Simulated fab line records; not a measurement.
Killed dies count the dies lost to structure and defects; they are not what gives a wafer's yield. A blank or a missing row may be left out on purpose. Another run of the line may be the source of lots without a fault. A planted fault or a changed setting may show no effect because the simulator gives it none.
Chamber matching    flow n5 finfet    rie diel-01 running N5_FIN_SAQP_STRIP_70: 4 sister chambers
The step strips in N2/H2. 4 wafers are shown with their chamber, then 8 later ones without.

WAFERS WITH THEIR CHAMBER
wafer   chamber  throttle valve pct (%)
L081.2  3        18.6
L082.2  2        19.8
L082.5  0        18.9
L085.1  1        18.9

WAFERS MISSING THEIR CHAMBER
wafer   throttle valve pct (%)
L085.2  18.6
L085.4  19.8
L094.4  19.9
L094.5  18.6
L094.6  18.9
L096.2  18.6
L096.3  19.0
L096.4  19.0

EACH ONE'S CHAMBER
wafer   from the rows above      in truth
L085.2  3                        3
L085.4  2                        2
L094.4  2                        2
L094.5  3                        3
L094.6  can't be placed: 0 or 1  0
L096.2  3                        3
L096.3  can't be placed: 0 or 1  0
L096.4  can't be placed: 0 or 1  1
Placed correctly: 5 of 8. Cannot be placed on the basis of these rows: 3; the candidates contain the true chamber in 3. Placed wrongly: 0.
How it was worked out, from the rows above alone: a wafer's distance from a chamber is the root of the sum, over the readings, of the square of ((its reading less the chamber's mean) divided by the reading's scatter). If the next closest chamber is less than 2 further off than the closest, the wafer can't be placed; otherwise it belongs to the closest. For every chamber, the mean is computed from those of its wafers that are shown. The scatter (one wafer shown for each chamber): square how far every hidden wafer sits from the nearest shown wafer, average those squares and take the square root.
